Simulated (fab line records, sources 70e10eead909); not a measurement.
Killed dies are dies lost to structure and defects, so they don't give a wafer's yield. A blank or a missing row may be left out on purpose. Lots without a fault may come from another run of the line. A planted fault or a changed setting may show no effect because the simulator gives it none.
Which tool did it? | flow nand_harc | 7 lots, 20 wafers sampled, at 4 steps of a route of 1302

WHAT THE GAUGES READ, wafer by wafer
NHARC_A_ONON_D1_THK_MEAS_08: measures by ellipsometry.
lot  | measured     | on            | thk_nm (nm)
L135 | day 8 07:27  | film_metro-02 | 999 999 999
L138 | day 9 10:02  | film_metro-02 | 995 997 996
L140 | day 10 02:55 | film_metro-02 | 1013 1012 1012
L142 | day 11 01:46 | film_metro-02 | 981 979 982
L145 | day 12 10:12 | film_metro-02 | 998 1000 1002
L148 | day 13 20:19 | film_metro-02 | 1007 1009 1007
L155 | day 16 12:40 | film_metro-01 | 1178 1001

WHICH TOOL RAN EACH LOT (tool, then ch and the chambers of the sampled wafers, then the start)
lot  | NHARC_P_BONDPAD_PRE_CLEAN_26            | NHARC_P_BONDPAD_PVD_17                  | NHARC_A_ONON_D1_DEP_06
L135 | pvd_sputter-03, day 7 07:12 or earlier  | pvd_sputter-03, day 7 07:12 or earlier  | pecvd_onon-03 ch 0, day 8 07:00
L138 | pvd_sputter-02, day 8 09:39 or earlier  | pvd_sputter-02, day 8 09:39 or earlier  | pecvd_onon-02 ch 0, day 9 09:39
L140 | pvd_sputter-01, day 9 02:02 or earlier  | pvd_sputter-01, day 9 02:02 or earlier  | pecvd_onon-02 ch 0, day 10 02:32
L142 | pvd_sputter-03, day 10 01:07 or earlier | pvd_sputter-03, day 10 01:07 or earlier | pecvd_onon-02 ch 0, day 11 01:19
L145 | pvd_sputter-03, day 11 05:51 or earlier | pvd_sputter-03, day 11 05:51 or earlier | pecvd_onon-03 ch 0, day 12 09:45
L148 | pvd_sputter-01, day 12 20:43 or earlier | pvd_sputter-01, day 12 20:43 or earlier | pecvd_onon-02 ch 0, day 13 19:52
L155 | pvd_sputter-02, day 15 12:37 or earlier | pvd_sputter-02, day 15 12:37 or earlier | pecvd_onon-04 ch 0, day 16 12:09
- NHARC_P_BONDPAD_PRE_CLEAN_26: time 30 s.
- NHARC_P_BONDPAD_PVD_17: deposits TaN, target thk 5 nm, time 8.06 s.
- NHARC_A_ONON_D1_DEP_06: target thk 1000 nm.

THE ANSWER, worked out from the rows above alone
Rule: what is usual is taken from the lots themselves. Put in order of their means at a reading, lots are off if they are a third of the lots or fewer, leave a main group of 4 or more, and stand apart from it by a gap of 3 or more times the standard deviation of the main group's means; of several such gaps the widest counts. A main group whose means are all the same, to the digits that the tables above print for the reading, isn't used. A lot without any number at a reading at which 4 lots or more have one is off too. The other lots that the step has rows for count as sound.
Off: L155, at NHARC_A_ONON_D1_THK_MEAS_08 (thk_nm). The main group: mean 999 nm, standard deviation 10.
A tool fits if, at a process step before that reading, it ran every lot that is off, and no sound lot after the first of them. The gauges at NHARC_A_ONON_D1_THK_MEAS_08 are tried like those tools. NHARC_P_BONDPAD_PRE_CLEAN_26 gives no start for some lots, so the hours and the order of its lots are those of NHARC_A_START_INSPECT_01. NHARC_P_BONDPAD_PVD_17 gives no start for some lots, so the hours and the order of its lots are those of NHARC_A_START_INSPECT_01. Can't be told from this: 3 tools fit, pvd_sputter-02 at NHARC_P_BONDPAD_PRE_CLEAN_26 and NHARC_P_BONDPAD_PVD_17, pecvd_onon-04 at NHARC_A_ONON_D1_DEP_06, film_metro-01 at NHARC_A_ONON_D1_THK_MEAS_08.

WHAT THE SIMULATOR HAD PUT IN
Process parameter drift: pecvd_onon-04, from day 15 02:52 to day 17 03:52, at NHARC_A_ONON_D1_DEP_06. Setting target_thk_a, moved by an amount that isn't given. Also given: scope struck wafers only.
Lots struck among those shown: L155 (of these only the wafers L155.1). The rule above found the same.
